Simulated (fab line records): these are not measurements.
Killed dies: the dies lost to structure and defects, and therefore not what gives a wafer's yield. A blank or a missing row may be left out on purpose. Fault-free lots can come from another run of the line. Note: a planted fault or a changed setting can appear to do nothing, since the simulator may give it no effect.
Matching of chambers | flow n5Finfet | rieDiel-04 running N5_BEOL_M2_STRIP_19: 4 sister chambers
The step strips in O2. 4 wafers are shown with their chamber, then 10 later ones without.

WAFERS WITH THEIR CHAMBER
wafer  | chamber | showerheadPlenumPTorr (Torr)
L080.4 | 2       | 2.10
L080.5 | 3       | 2.03
L087.2 | 1       | 2.15
L087.4 | 0       | 2.00

WAFERS WITH NO CHAMBER GIVEN
wafer  | showerheadPlenumPTorr (Torr)
L087.6 | 2.09
L093.2 | 2.09
L093.5 | 2.09
L093.6 | 2.02
L094.2 | 1.99
L094.4 | 2.09
L094.5 | 2.02
L096.3 | 2.08
L096.5 | 2.08
L096.6 | 2.14

CHAMBER TAKEN BY EACH
wafer  | from the rows above     | in truth
L087.6 | 2                       | 2
L093.2 | 2                       | 2
L093.5 | 2                       | 2
L093.6 | can't be placed: 3 or 0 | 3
L094.2 | 0                       | 0
L094.4 | 2                       | 2
L094.5 | can't be placed: 3 or 0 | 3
L096.3 | 2                       | 2
L096.5 | 2                       | 2
L096.6 | 1                       | 1
Correctly placed: 8 of 10. Not placeable from these rows: 2 (in 2, the candidates include the true chamber). Wrongly placed: 0.
How it was worked out, from the rows above alone: a wafer's distance from a chamber is the root of the sum, over the readings, of the square of ((its reading less the chamber's mean) divided by the reading's scatter). If the next closest chamber is less than 2 further off than the closest, the wafer can't be placed; otherwise it belongs to the closest. The mean given for a chamber averages the wafers shown for that chamber. The scatter (one wafer shown for each chamber): square how far every hidden wafer sits from the nearest shown wafer, average those squares and take the square root.
